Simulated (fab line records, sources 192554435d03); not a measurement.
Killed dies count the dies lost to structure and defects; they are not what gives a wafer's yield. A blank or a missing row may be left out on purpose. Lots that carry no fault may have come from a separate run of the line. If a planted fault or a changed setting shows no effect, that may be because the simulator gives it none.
Lot-split experiment -- flow n5-finfet -- route with 1938 steps; 7 lots, 21 wafers read

THE SPLIT
At N5_BEOL_M13_ILD_DEP_00 (deposits SiOC from DEMS/O2, target thk 837.92 nm, time 166.4 s), the setting time-s was moved away from the recipe's 166.4 s on 5 of the 21 wafers read, by -10.8% to -3.8%. For the rest of the wafers, this setting stayed at what the recipe calls for.

There is no step in the file separating the split from the reading.

THE READING
Values of M13_ILD_THK in nm from N5_BEOL_M13_THK_MEAS_01. Fault-free wafers of this fab line usually give 840 nm, standard deviation 9.4 nm.

wafer,"tool, chamber at the split","time-s as run, s",against the recipe,"M13_ILD_THK, nm",against lot-mates on the recipe
L077.2,"pecvd-01, 0",166.4,recipe,824,-
L077.4,"pecvd-01, 0",153.9,-7.5%,775,-56
L077.6,"pecvd-01, 1",166.4,recipe,838,-
L079.1,"pecvd-03, 0",166.4,recipe,831,-
L079.3,"pecvd-03, 2",166.4,recipe,825,-
L079.6,"pecvd-03, 0",166.4,recipe,838,-
L081.4,"pecvd-01, 0",166.4,recipe,833,-
L081.5,"pecvd-01, 1",166.4,recipe,843,-
L081.6,"pecvd-01, 2",166.4,recipe,851,-
L083.2,"pecvd-03, 2",166.4,recipe,832,-
L083.3,"pecvd-03, 1",166.4,recipe,834,-
L083.6,"pecvd-03, 0",166.4,recipe,842,-
L088.1,"pecvd-04, 0",166.4,recipe,844,-
L088.3,"pecvd-04, 2",148.5,-10.8%,753,-98
L088.6,"pecvd-04, 0",166.4,recipe,857,-
L086.1,"pecvd-03, 2",166.4,recipe,829,-
L086.4,"pecvd-03, 2",166.4,recipe,845,-
L086.6,"pecvd-03, 1",160.1,-3.8%,823,-14
L092.2,"pecvd-03, 1",166.4,recipe,838,-
L092.4,"pecvd-03, 1",155.9,-6.3%,805,-33
L092.5,"pecvd-03, 2",155.9,-6.3%,802,-36

THE FIT
A straight line over all 21 wafers: M13_ILD_THK changes by +7.13 nm for each +1% of time-s; r = +0.93; the points scatter about the line by 9.6 nm.
The same after taking each lot's own level away (the mean of its wafers on the recipe; 21 wafers): +7.5 nm for each +1%; r = +0.94; scatter 8.6 nm.
Per that fit: largest time-s move, reading shift of 81 nm.
Across the lots, their own levels run from 831.0 to 850.5 nm, a range of 2.1 times the standard deviation given above.
So the lot-to-lot level changes the slope little: the two slopes agree.
Check: for one of the wafers moved furthest among these (-10.8%), held out of the fit, the line's prediction against its lot-mates is -65.3 nm. It came out at -97.5 nm against them.

OTHER SPLITS APPLIED TO THESE WAFERS
These wafers also went through other splits before the reading. Each is held against what the fit with the lots' levels taken away leaves over:
other split on the same wafers,wafers away from the commonest value,r with M13_ILD_THK (lot level and that fit taken away)
N5_BEOL_M11_COAT_59 spin-rpm,6,+0.50
N5_BEOL_M11_COAT_22 spin-rpm,5,-0.54
N5_BEOL_M11_ETCH_66 time-s,10,+0.24
N5_BEOL_M12_SPUTTER_44 time-s,10,-0.25

THE WHOLE CHAIN: every reading that the file lists as answering this split, in the file's order
step,what it does,reading,change (the file's fit),r (the file's)
N5_BEOL_M13_ILD_DEP_00,"deposits SiOC from DEMS/O2, target thk 837.92 nm, time 166.4 s","SiOC_of_BEOL_M13_ILD_DEP_00.thk-nm (the simulator's own value, which no gauge read)",+7.71 nm for each +1% of the setting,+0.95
N5_BEOL_M13_THK_MEAS_01,,M13_ILD_THK,+7.68 for each +1% of the setting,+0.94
N5_BEOL_M13_VIA_ETCH_16,"etches SiOC in C4F8/O2/Ar, target depth 921.7 nm","etch.depth-nm (the simulator's own value, which no gauge read)",+7.73 nm for each +1% of the setting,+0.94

FILE'S OWN FIT
M13_ILD_THK changes by +7.68 nm for each +1% of time-s, r = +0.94.
